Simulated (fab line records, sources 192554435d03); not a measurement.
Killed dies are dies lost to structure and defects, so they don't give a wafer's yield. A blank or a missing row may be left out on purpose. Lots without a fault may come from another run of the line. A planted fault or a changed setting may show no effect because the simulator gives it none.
fab line records | flow n5_finfet
record lots=4 wafers=12 last_day=17
route steps=1938 shown MOL_CONTACT_COAG@576 BEOL_M4@1111 PASSIVATION@1936
lots that met no fault: from a run of the same line without faults
start_h: hours from the record's first day to the start of the lot's first wafer shown | wait_h: hours since the lot's step before | " the same as in the row above | L1.1+2: a row that stands for several wafers | - no value, or no start given | * or withheld: withheld | < > ~ a bound
route shown NAME@n: a module of which the file shows steps, and the number in the route of the first | usual: mean/standard deviation of fault-free wafers | same: alike in all rows | chamber/n: place in a boat | sites: the reading at each site | _std_site: their standard deviation | _edge_site: outer sites' mean less inner sites' | radius_mm: how far each site lies from the wafer's centre | mask NAME#n: copy n | behind: the tool/chamber that last shaped the wafer | hold: why the lot was held/for how many hours/how that ended | device: the transistor (n, p or np) that didn't switch | end of line: the same wafers' tests at the end of the route | a step without rows: its recipe alone | killed: dies lost to structure and defects at the first sort, not the wafer's yield | map: a wafer's dies, x killed, . not, _ none there
set.NAME: the setting as run; set.NAME@STEP: as run at that earlier step | model.NAME: the simulator's own value behind a step, which no gauge read
lots at some steps of the route; a table a step, a row a wafer
services: from which hour (start_h, from the record's first day; less than 0 if before it) a tool's chamber was out of use, for how many hours, and why
## steps
# step N5_MOL_CONTACT_COAG_DESCUM_88
# recipe chemistry=O2 time_s=7 source_power_w=50 bias_power_w=20 pressure_mtorr=20 rf_frequency_hz=2.712e+07 temp_c=40 resist=CAR-EUV o2_flow_sccm=225
# step N5_MOL_CONTACT_COAG_ETCH_89
# recipe chemistry=N2/H2 target=underlayer target_depth_a=130 mask_material=CAR-EUV time_s=10.4 ion_energy_ev=200 pressure_mtorr=30 source_w=840 bias_w=150 n2_flow_sccm=200 h2_flow_sccm=200 ends=cleared
# step N5_MOL_CONTACT_COAG_ETCH_90
# recipe chemistry=CF4 target=SiARC target_depth_a=130 mask_material=CAR-EUV time_s=21.7 ion_energy_ev=80 pressure_mtorr=40 source_w=545 bias_w=36 Ar_flow_sccm=100 cf4_flow_sccm=100 ends=cleared
# step N5_MOL_CONTACT_COAG_ALD_131
# recipe material=SiO2 target_thk_a=50 temp_c=100 ald_precursor_family=BDEAS ald_co_reactant=O2-plasma pulse_time_s=1 co_reactant_pulse_time_s=1 purge_time_s=2 co_reactant_purge_time_s=2 ald_cycles=35 pressure_torr=2
# step N5_MOL_CONTACT_COAG_ETCHBACK_132
# recipe chemistry=CHF3 target=SiO2 target_depth_a=100 time_s=6.7 ion_energy_ev=200 pressure_mtorr=30 source_w=610 bias_w=170 Ar_flow_sccm=200 CHF3_flow_sccm=50
# step N5_MOL_CONTACT_COAG_ETCH_91
# recipe chemistry=N2/H2 target=SOC target_depth_a=600 overetch_a=210 mask_material=SiARC temp_c=40 time_s=101.2 ion_energy_ev=200 pressure_mtorr=30 source_w=840 bias_w=150 n2_flow_sccm=200 h2_flow_sccm=200
# step N5_MOL_CONTACT_COAG_STRIP_92
# recipe chemistry=N2/H2 temp_c=40 n2_flow_sccm=200 h2_flow_sccm=200 rf_frequency_hz=6e+07
# step N5_MOL_CONTACT_COAG_STRIP_93
# recipe chemistry=N2/H2 temp_c=40 n2_flow_sccm=200 h2_flow_sccm=200 rf_frequency_hz=6e+07
# step N5_MOL_CONTACT_COAG_ETCHBACK_135
# recipe chemistry=CHF3 target=SiO2 target_depth_a=250 time_s=16.7 ion_energy_ev=200 pressure_mtorr=30 source_w=610 bias_w=170 Ar_flow_sccm=200 CHF3_flow_sccm=50
# step N5_MOL_CONTACT_COAG_STRIP_118
# recipe chemistry=CHF3 resist=SiARC rf_frequency_hz=6e+07
# step N5_MOL_CONTACT_COAG_VIA_ETCH_46
# recipe chemistry=C4F6/O2 target_depth_a=460 overetch_a=92 mask_material=SOC target=SiO2 bias_w=455 pressure_mtorr=10 time_s=40 source_w=325 Ar_flow_sccm=300 C4F6_flow_sccm=10 O2_flow_sccm=10 ion_energy_ev=575.3 ends=end_point
# usual drypump_motor_current_A=5.7/0.47 oes_product_au=0.67/0.052 rf_vpp_V=1585/10 showerhead_plenum_p_Torr=2.80/0.042 throttle_valve_pct=40.90/0.27
# columns lot.wafer tool chamber start_h wait_h drypump_motor_current_A oes_product_au rf_hours_counter_h rf_vpp_V showerhead_plenum_p_Torr throttle_valve_pct model.etch.depth_nm model.SOC_of_MOL_CONTACT_COAG_COAT_75.thk_nm
L230.1 rie_diel-05 3 157.13 0.0 5.7 0.64 205 1585 2.81 41.22 46.19 50.6
L230.3 " 1 " " 6.0 0.64 247 1599 2.80 40.94 46.85 50.8
L230.4 " 0 " " 5.1 0.62 223 1566 2.81 40.71 46.63 50.6
L234.1 rie_diel-05 3 181.83 0.0 5.7 0.63 215 1583 2.81 41.24 45.22 50.8
L234.4 " 1 " " 6.0 0.55 249 1599 2.80 40.89 35.25 53
L234.5 " 3 " " 5.7 0.54 - 1584 2.81 41.16 34.7 53.2
L235.1 rie_diel-05 3 184.52 0.0 5.8 0.62 216 1583 2.81 41.23 44.73 50.6
L235.3 " 0 " " 5.1 0.61 234 1566 2.80 40.71 45.36 50.8
L235.5 " 2 " " 5.2 0.56 - 1587 2.71 40.79 35.14 53
L242.1 rie_diel-02 3 225.74 0.0 6.1 0.67 133 1585 2.85 40.57 45.49 50.8
L242.3 " 2 " " 6.0 0.66 186 1570 2.83 41.34 46.05 51
L242.4 " 1 " " 6.1 0.64 177 1598 2.83 40.74 46.76 50.6
# step N5_MOL_CONTACT_COAG_STRIP_96
# recipe chemistry=N2/H2 power_w=500 temp_c=40 pressure_mtorr=50 rf_frequency_hz=6e+07 overash_fraction=0.3 bias_power_w=28 h2_frac=0.5 n2_flow_sccm=300 h2_flow_sccm=300
# step N5_MOL_CONTACT_COAG_ETCH_47
# recipe chemistry=CH3F/O2 target=SiNx target_depth_a=270 mask_material=SiO2 stop_on=W over_etch_frac=0.2 ion_energy_ev=120 endpoint=OES-CN pressure_mtorr=30 source_w=395 bias_w=73 Ar_flow_sccm=150 CH3F_flow_sccm=30 O2_flow_sccm=20 ends=end_point
# usual CH3F_flow_sccm=30.00/0.088 drypump_motor_current_A=5.7/0.47 etch_rf_on_time_s=31.2/0.45 oes_product_au=0.66/0.055 rf_vpp_V=297.0/2.1 showerhead_plenum_p_Torr=1.97/0.031 throttle_valve_pct=16.44/0.24
# columns lot.wafer tool chamber start_h wait_h CH3F_flow_sccm drypump_motor_current_A etch_rf_on_time_s oes_product_au rf_hours_counter_h rf_vpp_V showerhead_plenum_p_Torr throttle_valve_pct model.etch.over_etch_s
L230.1 rie_diel-05 3 157.23 0.0 30.13 5.7 31.2 0.64 205 298.0 1.98 16.77 5.2
L230.3 " 1 " " 29.93 6.0 30.6 0.64 247 298.3 1.97 16.48 5.107
L230.4 " 0 " " 30.00 5.1 31.4 0.61 223 293.2 1.98 16.34 5.239
L234.1 rie_diel-05 3 181.94 0.0 30.03 5.7 31.9 0.62 216 297.1 1.98 16.79 5.317
L234.4 " 1 " " 30.09 6.0 50.8 0.26 249 299.0 1.97 16.42 0
L234.5 " 3 " " 30.03 5.7 50.8 0.27 - 297.4 1.98 16.73 0
L235.1 rie_diel-05 3 184.62 0.0 29.93 5.8 31.3 0.63 217 296.6 1.98 16.79 5.214
L235.3 " 0 " " 29.89 5.1 31.5 0.60 234 294.0 1.97 16.37 5.248
L235.5 " 2 " " 30.09 5.1 50.8 0.27 - 297.7 1.91 16.41 0
L242.1 rie_diel-02 3 225.85 0.0 29.95 6.1 31.1 0.68 133 296.4 2.01 16.32 5.177
L242.3 " 2 " " 30.13 5.9 32.2 0.64 186 293.3 1.99 16.83 5.359
L242.4 " 1 " " 30.07 6.1 31.1 0.64 177 300.0 1.99 16.22 5.186
# step N5_MOL_CONTACT_COAG_STRIP_119
# recipe chemistry=N2/H2 time_s=30 power_w=1000 temp_c=250 pressure_mtorr=withheld n2_flow_sccm=1750 h2_flow_sccm=3250
# step N5_MOL_CONTACT_COAG_PRECLEAN_144
# recipe chemistry=alkaline_clean temp_c=60 time_s=60 do_ppb=50
# step N5_MOL_CONTACT_COAG_SRD_145
# recipe dry=ipa_marangoni time_s=30 temp_c=23 rinse_liquid=diw
# step N5_MOL_CONTACT_COAG_COAT_62
# recipe resist=SOC temp_c=250 time_s=60 spin_rpm=1500 resist_thk_nm=60
# step N5_MOL_CONTACT_COAG_COAT_63
# recipe resist=SiARC temp_c=220 time_s=60 spin_rpm=1500 resist_thk_nm=10
# step N5_MOL_CONTACT_COAG_COAT_64
# recipe resist=underlayer temp_c=205 time_s=60 spin_rpm=1500 resist_thk_nm=10
# step N5_MOL_CONTACT_COAG_COAT_34
# recipe resist=CAR-EUV spin_rpm=1500 resist_thk_nm=40
# step N5_MOL_CONTACT_COAG_EBR_36
# recipe solvent=PGMEA ebr_width_mm=1.5
# step N5_MOL_CONTACT_COAG_SOFTBAKE_35
# recipe temp_c=110 time_s=60 resist=CAR-EUV
# step N5_MOL_CONTACT_COAG_EXPOSE_37
# recipe mask_id=VD na=0.33 source_shape=annular sigma_inner=0.3 sigma_outer=0.7 polarization=unpolarized defocus_nm=0 dose_mj=62
# step N5_MOL_CONTACT_COAG_PEB_38
# recipe peb_temp_c=100 peb_time_s=60 resist=CAR-EUV
# step N5_MOL_CONTACT_COAG_DEVELOP_39
# recipe develop_time_s=30 developer=TMAH resist=CAR-EUV rinse_liquid=surfactant_rinse dry=air_spin dev_temp_c=23
# step N5_MOL_CONTACT_COAG_DESCUM_45
# recipe chemistry=O2 time_s=7 source_power_w=50 bias_power_w=20 pressure_mtorr=20 rf_frequency_hz=2.712e+07 temp_c=40 resist=CAR-EUV o2_flow_sccm=225
# step N5_MOL_CONTACT_COAG_ETCH_65
# recipe chemistry=N2/H2 target=underlayer target_depth_a=130 mask_material=CAR-EUV time_s=10.4 ion_energy_ev=200 pressure_mtorr=30 source_w=840 bias_w=150 n2_flow_sccm=200 h2_flow_sccm=200 ends=cleared
# step N5_MOL_CONTACT_COAG_ETCH_66
# recipe chemistry=CF4 target=SiARC target_depth_a=130 mask_material=CAR-EUV time_s=21.7 ion_energy_ev=80 pressure_mtorr=40 source_w=545 bias_w=36 Ar_flow_sccm=100 cf4_flow_sccm=100 ends=cleared
# step N5_MOL_CONTACT_COAG_ALD_133
# recipe material=SiO2 target_thk_a=50 temp_c=100 ald_precursor_family=BDEAS ald_co_reactant=O2-plasma pulse_time_s=1 co_reactant_pulse_time_s=1 purge_time_s=2 co_reactant_purge_time_s=2 ald_cycles=35 pressure_torr=2
# step N5_MOL_CONTACT_COAG_ETCHBACK_134
# recipe chemistry=CHF3 target=SiO2 target_depth_a=100 time_s=6.7 ion_energy_ev=200 pressure_mtorr=30 source_w=610 bias_w=170 Ar_flow_sccm=200 CHF3_flow_sccm=50
# step N5_MOL_CONTACT_COAG_ETCH_67
# recipe chemistry=N2/H2 target=SOC target_depth_a=600 overetch_a=210 mask_material=SiARC temp_c=40 time_s=101.2 ion_energy_ev=200 pressure_mtorr=30 source_w=840 bias_w=150 n2_flow_sccm=200 h2_flow_sccm=200
# step N5_MOL_CONTACT_COAG_STRIP_68
# recipe chemistry=N2/H2 temp_c=40 n2_flow_sccm=200 h2_flow_sccm=200 rf_frequency_hz=6e+07
# step N5_MOL_CONTACT_COAG_STRIP_69
# recipe chemistry=N2/H2 temp_c=40 n2_flow_sccm=200 h2_flow_sccm=200 rf_frequency_hz=6e+07
# step N5_MOL_CONTACT_COAG_ETCHBACK_136
# recipe chemistry=CHF3 target=SiO2 target_depth_a=250 time_s=16.7 ion_energy_ev=200 pressure_mtorr=30 source_w=610 bias_w=170 Ar_flow_sccm=200 CHF3_flow_sccm=50
# step N5_MOL_CONTACT_COAG_STRIP_120
# recipe chemistry=CHF3 resist=SiARC rf_frequency_hz=6e+07
# step N5_MOL_CONTACT_COAG_VIA_ETCH_117
# recipe chemistry=C4F6/O2 target_depth_a=400 overetch_a=80 mask_material=SOC target=SiO2 bias_w=455 pressure_mtorr=10 time_s=26 source_w=325 Ar_flow_sccm=300 C4F6_flow_sccm=10 O2_flow_sccm=10 ion_energy_ev=575.3 ends=end_point
# step N5_MOL_CONTACT_COAG_ETCH_124
# recipe chemistry=CH3F/O2 target=SiNx target_depth_a=65 mask_material=SOC stop_on=SiOC over_etch_frac=0.3 ion_energy_ev=120 pressure_mtorr=30 source_w=395 bias_w=73 Ar_flow_sccm=150 CH3F_flow_sccm=30 O2_flow_sccm=20 ends=end_point
# usual CH3F_flow_sccm=30.00/0.082 drypump_motor_current_A=5.7/0.5 oes_product_au=0.66/0.07 rf_vpp_V=297.5/2.1 showerhead_plenum_p_Torr=1.969/0.029 throttle_valve_pct=16.35/0.28
# columns lot.wafer tool chamber start_h wait_h CH3F_flow_sccm drypump_motor_current_A oes_product_au rf_hours_counter_h rf_vpp_V showerhead_plenum_p_Torr throttle_valve_pct
L230.1 rie_diel-01 1 158.53 0.0 29.91 5.8 0.59 228 299.4 1.967 16.42
L230.3 " 0 " " 29.97 6.5 0.74 40 297.7 1.956 15.88
L230.4 " 0 " " 30.07 6.6 0.75 - 298.5 1.956 15.89
L234.1 rie_diel-02 3 183.60 0.0 30.10 6.1 0.65 119 296.2 2.013 16.26
L234.4 " 1 " " 30.03 6.1 0.28 165 299.6 1.998 16.15
L234.5 " 0 " " 29.90 5.6 0.29 - 295.1 1.932 16.31
L235.1 rie_diel-02 3 185.95 0.0 29.90 6.1 0.65 120 296.3 2.013 16.25
L235.3 " 2 " " 30.00 5.9 0.63 175 294.3 1.998 16.77
L235.5 " 3 " " 29.90 6.1 0.29 - 297.7 2.013 16.24
L242.1 rie_diel-05 3 227.05 0.0 30.02 5.7 0.60 235 296.6 1.971 16.80
L242.3 " 1 " " 30.03 6.0 0.80 9 299.6 1.965 15.97
L242.4 " 3 " " 29.96 5.7 0.59 - 296.8 1.971 16.80
# step N5_BEOL_M4_RC_MEAS_101
# usual DIBL_N=36.5/1.4 DIBL_P=36.5/1.6 IOFF_N=0.163/0.022 IOFF_P=0.219/0.029 ION_N=675/8.3 ION_P=464/6.2 SS_N=71.5/0.52 SS_P=73.4/0.57 VT_N=249.7/2.6 VT_P=-250/3
# columns lot.wafer tool chamber start_h wait_h DIBL_N[mV/V] DIBL_P[mV/V] IOFF_N[nA/um] IOFF_P[nA/um] ION_N[uA/um] ION_P[uA/um] SS_N[mV/dec] SS_P[mV/dec] VT_N[mV] VT_P[mV]
L230.1 prober-02 0 240.24 0.0 37.4 36.2 0.161 0.217 681 464 71.1 73.3 251.2 -251
L230.3 " 0 " " 37.1 36.2 0.158 0.214 666 456 71.7 74.0 250.3 -251
L230.4 " 0 " " 38.1 37.6 0.178 0.255 678 470 71.6 73.9 249.1 -248
L234.1 prober-01 0 246.45 0.0 36.2 37.9 0.182 0.281 683 477 72.1 73.4 245.3 -242
L235.1 prober-02 0 258.55 0.0 35.7 37.0 0.156 0.231 670 464 71.7 73.9 252.4 -247
L235.3 " 0 " " 37.2 38.7 0.187 0.253 673 463 72.3 73.9 248.2 -248
L242.1 prober-01 0 298.21 0.0 36.8 37.1 0.175 0.198 666 450 71.4 73.8 251.3 -254
L242.3 " 0 " " 35.0 35.4 0.141 0.176 665 456 70.8 73.8 251.7 -255
L242.4 " 0 " " 34.0 34.5 0.126 0.160 660 454 71.0 73.5 253.9 -253
# step N5_PASSIVATION_PROBE_49
# usual defect_limited_yield=91.2/1.6 killed_at_M0_to_M3=33/11 killed_at_M4_up=15/6.2 killed_at_contacts=15/7.1 killed_at_front_end=38/12 killed_at_other=4/3.5 killed_dies=104/19 killed_on_rim=14/4 killed_open=69/14 killed_short=34/8.5 sort_bin_5_function=5.2/0.99 sort_bin_6_memory=3.3/0.77 sort_n_pass=1076/19 sort_yield_pct=91.2/1.6
# same gross_dies=1180 killed_at_back_side=0 sort_bin_4_leakage[%]=0 sort_bin_8_speed[%]=0
# columns lot.wafer tool chamber start_h wait_h defect_limited_yield[%] killed_at_M0_to_M3 killed_at_M4_up killed_at_contacts killed_at_front_end killed_at_other killed_dies killed_on_rim killed_open killed_short sort_bin_5_function[%] sort_bin_6_memory[%] sort_n_pass sort_yield_pct[%]
L234.4 prober-01 - 347.83 0.2 0 25 13 1114 27 1 1180 152 62 19 97.5 2.5 0 0
L234.5 prober-01 - 347.88 0.2 0 26 15 1077 60 2 1180 152 72 42 96.3 3.1 0 0
L235.1 prober-02 - 375.12 0.0 88.3 45 20 14 51 8 138 18 93 43 7.9 3.4 1042 88.3
L235.3 prober-02 - 375.22 0.1 89.1 22 13 9 82 3 129 16 84 44 6.4 4.1 1051 89.1
L235.5 prober-02 - 375.32 0.2 0 30 12 1069 61 8 1180 152 66 53 95.4 4.0 0 0
# killed by level:class
L234.4 MOL_CONTACT_COAG:area_etch=1098 MOL_CONTACT_COAG:geometric_particle:open=14 STI_FIN_REVEAL:geometric_particle:open=13 BEOL_M1:geometric_particle:open=7 BEOL_M4:geometric_particle:open=6 BEOL_M0_SAQP:geometric_particle:open=4 BEOL_M0_SAQP:geometric_particle:short=4 BEOL_M2:geometric_particle:open=4
L234.5 MOL_CONTACT_COAG:area_etch=1066 FIN_SAQP:geometric_particle:short=15 STI_FIN_REVEAL:geometric_particle:open=13 MOL_CONTACT_COAG:geometric_particle:open=10 FIN_SAQP:geometric_particle:open=8 BEOL_M4:geometric_particle:open=8 BEOL_M2:geometric_particle:open=7 BEOL_M1:geometric_particle:open=6
L235.1 STI_FIN_REVEAL:geometric_particle:open=16 FIN_SAQP:geometric_particle:open=11 MOL_CONTACT_COAG:geometric_particle:open=11 BEOL_M3:geometric_particle:open=8 BEOL_M0_SAQP:geometric_particle:short=8 BEOL_M0_SAQP:geometric_particle:open=7 FIN_SAQP:geometric_particle:short=6 BEOL_M2:geometric_particle:open=6
L235.3 FIN_SAQP:geometric_particle:open=24 STI_FIN_REVEAL:geometric_particle:open=20 FIN_SAQP:geometric_particle:short=15 STI_FIN_REVEAL:geometric_particle:short=9 MOL_CONTACT_COAG:geometric_particle:open=7 BEOL_M0_SAQP:geometric_particle:open=6 BEOL_M4:geometric_particle:open=5 BEOL_M2:geometric_particle:open=4
L235.5 MOL_CONTACT_COAG:area_etch=1061 STI_FIN_REVEAL:geometric_particle:open=15 FIN_SAQP:geometric_particle:short=14 FIN_SAQP:geometric_particle:open=10 BEOL_M0_SAQP:geometric_particle:short=9 BEOL_M1:geometric_particle:open=7 MOL_CONTACT_COAG:geometric_particle:open=6 STARTING-WAFER:geometric_particle:open=4
# map L234.4 (x killed, . not)
_________________xxxxxxxxxxxx________________
______________xxxxxxxxxxxxxxxxxx_____________
___________xxxxxxxxxxxxxxxxxxxxxxxx__________
__________xxxxxxxxxxxxxxxxxxxxxxxxxx_________
________xxxxxxxxxxxxxxxxxxxxxxxxxxxxxx_______
_______xxxxxxxxxxxxxxxxxxxxxxxxxxxxxxxx______
______xxxxxxxxxxxxxxxxxxxxxxxxxxxxxxxxxx_____
_____xxxxxxxxxxxxxxxxxxxxxxxxxxxxxxxxxxxx____
____xxxxxxxxxxxxxxxxxxxxxxxxxxxxxxxxxxxxxx___
___xxxxxxxxxxxxxxxxxxxxxxxxxxxxxxxxxxxxxxxx__
___xxxxxxxxxxxxxxxxxxxxxxxxxxxxxxxxxxxxxxxx__
__xxxxxxxxxxxxxxxxxxxxxxxxxxxxxxxxxxxxxxxxxx_
__xxxxxxxxxxxxxxxxxxxxxxxxxxxxxxxxxxxxxxxxxx_
_xxxxxxxxxxxxxxxxxxxxxxxxxxxxxxxxxxxxxxxxxxxx
_xxxxxxxxxxxxxxxxxxxxxxxxxxxxxxxxxxxxxxxxxxxx
_xxxxxxxxxxxxxxxxxxxxxxxxxxxxxxxxxxxxxxxxxxxx
_xxxxxxxxxxxxxxxxxxxxxxxxxxxxxxxxxxxxxxxxxxxx
_xxxxxxxxxxxxxxxxxxxxxxxxxxxxxxxxxxxxxxxxxxxx
_xxxxxxxxxxxxxxxxxxxxxxxxxxxxxxxxxxxxxxxxxxxx
_xxxxxxxxxxxxxxxxxxxxxxxxxxxxxxxxxxxxxxxxxxxx
_xxxxxxxxxxxxxxxxxxxxxxxxxxxxxxxxxxxxxxxxxxxx
__xxxxxxxxxxxxxxxxxxxxxxxxxxxxxxxxxxxxxxxxxx_
__xxxxxxxxxxxxxxxxxxxxxxxxxxxxxxxxxxxxxxxxxx_
___xxxxxxxxxxxxxxxxxxxxxxxxxxxxxxxxxxxxxxxx__
___xxxxxxxxxxxxxxxxxxxxxxxxxxxxxxxxxxxxxxxx__
____xxxxxxxxxxxxxxxxxxxxxxxxxxxxxxxxxxxxxx___
_____xxxxxxxxxxxxxxxxxxxxxxxxxxxxxxxxxxxx____
______xxxxxxxxxxxxxxxxxxxxxxxxxxxxxxxxxx_____
_______xxxxxxxxxxxxxxxxxxxxxxxxxxxxxxxx______
________xxxxxxxxxxxxxxxxxxxxxxxxxxxxxx_______
__________xxxxxxxxxxxxxxxxxxxxxxxxxx_________
___________xxxxxxxxxxxxxxxxxxxxxxxx__________
______________xxxxxxxxxxxxxxxxxx_____________
_________________xxxxxxxxxxxx________________
# map L235.5 (x killed, . not)
_________________xxxxxxxxxxxx________________
______________xxxxxxxxxxxxxxxxxx_____________
___________xxxxxxxxxxxxxxxxxxxxxxxx__________
__________xxxxxxxxxxxxxxxxxxxxxxxxxx_________
________xxxxxxxxxxxxxxxxxxxxxxxxxxxxxx_______
_______xxxxxxxxxxxxxxxxxxxxxxxxxxxxxxxx______
______xxxxxxxxxxxxxxxxxxxxxxxxxxxxxxxxxx_____
_____xxxxxxxxxxxxxxxxxxxxxxxxxxxxxxxxxxxx____
____xxxxxxxxxxxxxxxxxxxxxxxxxxxxxxxxxxxxxx___
___xxxxxxxxxxxxxxxxxxxxxxxxxxxxxxxxxxxxxxxx__
___xxxxxxxxxxxxxxxxxxxxxxxxxxxxxxxxxxxxxxxx__
__xxxxxxxxxxxxxxxxxxxxxxxxxxxxxxxxxxxxxxxxxx_
__xxxxxxxxxxxxxxxxxxxxxxxxxxxxxxxxxxxxxxxxxx_
_xxxxxxxxxxxxxxxxxxxxxxxxxxxxxxxxxxxxxxxxxxxx
_xxxxxxxxxxxxxxxxxxxxxxxxxxxxxxxxxxxxxxxxxxxx
_xxxxxxxxxxxxxxxxxxxxxxxxxxxxxxxxxxxxxxxxxxxx
_xxxxxxxxxxxxxxxxxxxxxxxxxxxxxxxxxxxxxxxxxxxx
_xxxxxxxxxxxxxxxxxxxxxxxxxxxxxxxxxxxxxxxxxxxx
_xxxxxxxxxxxxxxxxxxxxxxxxxxxxxxxxxxxxxxxxxxxx
_xxxxxxxxxxxxxxxxxxxxxxxxxxxxxxxxxxxxxxxxxxxx
_xxxxxxxxxxxxxxxxxxxxxxxxxxxxxxxxxxxxxxxxxxxx
__xxxxxxxxxxxxxxxxxxxxxxxxxxxxxxxxxxxxxxxxxx_
__xxxxxxxxxxxxxxxxxxxxxxxxxxxxxxxxxxxxxxxxxx_
___xxxxxxxxxxxxxxxxxxxxxxxxxxxxxxxxxxxxxxxx__
___xxxxxxxxxxxxxxxxxxxxxxxxxxxxxxxxxxxxxxxx__
____xxxxxxxxxxxxxxxxxxxxxxxxxxxxxxxxxxxxxx___
_____xxxxxxxxxxxxxxxxxxxxxxxxxxxxxxxxxxxx____
______xxxxxxxxxxxxxxxxxxxxxxxxxxxxxxxxxx_____
_______xxxxxxxxxxxxxxxxxxxxxxxxxxxxxxxx______
________xxxxxxxxxxxxxxxxxxxxxxxxxxxxxx_______
__________xxxxxxxxxxxxxxxxxxxxxxxxxx_________
___________xxxxxxxxxxxxxxxxxxxxxxxx__________
______________xxxxxxxxxxxxxxxxxx_____________
_________________xxxxxxxxxxxx________________
## services
# columns tool chamber start_h hours kind
rie_diel-01 2 136.93 - clean
rie_diel-01 2 136.93 - consumable_replace:focus_ring
rie_diel-01 2 136.93 22.3 scheduled_down
rie_diel-01 2 136.93 22.3 vent_cycle
rie_diel-05 0 141.50 9.7 repair
rie_diel-05 1 163.92 15.8 repair
rie_diel-05 1 184.07 - clean
rie_diel-05 1 184.07 - consumable_replace:focus_ring
rie_diel-05 1 184.07 21.9 scheduled_down
rie_diel-05 1 184.07 21.9 vent_cycle
rie_diel-01 0 205.00 10.7 repair
rie_diel-05 3 217.36 2.8 repair
rie_diel-05 0 221.67 - clean
rie_diel-05 0 221.67 - consumable_replace:focus_ring
rie_diel-05 0 221.67 19.9 scheduled_down
rie_diel-05 0 221.67 19.9 vent_cycle
rie_diel-01 1 226.12 7.0 repair
## key
first_sign step=N5_MOL_CONTACT_COAG_VIA_ETCH_46 reading=oes_product_au direction=down sigmas=2.3 usual=0.67 struck=0.55
effect step=N5_MOL_CONTACT_COAG_ETCH_47 reading=etch_rf_on_time_s direction=up sigmas=44 usual=* struck=*
effect step=N5_MOL_CONTACT_COAG_ETCH_124 reading=oes_product_au direction=down sigmas=5.3 usual=0.66 struck=0.28
effect step=N5_PASSIVATION_PROBE_49 reading=killed_at_contacts direction=up sigmas=99+ usual=15 struck=1087
model_effect step=N5_MOL_CONTACT_COAG_VIA_ETCH_46 value=etch.depth_nm without=45.69 struck=35.03
model_effect step=N5_MOL_CONTACT_COAG_ETCH_47 value=etch.over_etch_s without=5.218 struck=0
more_kills_born_at N5_MOL_CONTACT_COAG_VIA_ETCH_46@rie_diel-05=3225
met_at N5_MOL_CONTACT_COAG_VIA_ETCH_46
struck_wafers L234.4,L234.5,L235.5
later_rows_left_out L234.4,L234.5,L235.5
onset_between 157.13 181.83
fault kind=process_parameter_drift tool=rie_diel-05 chamber=- onset_h=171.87 steps=N5_MOL_CONTACT_COAG_VIA_ETCH_46 channel=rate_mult offset=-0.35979 shape=step end_h=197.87 scope=struck_wafers_only
# later_rows_left_out: the simulator's readings of these wafers behind a module that went badly wrong aren't trusted and aren't shown, but for the sort
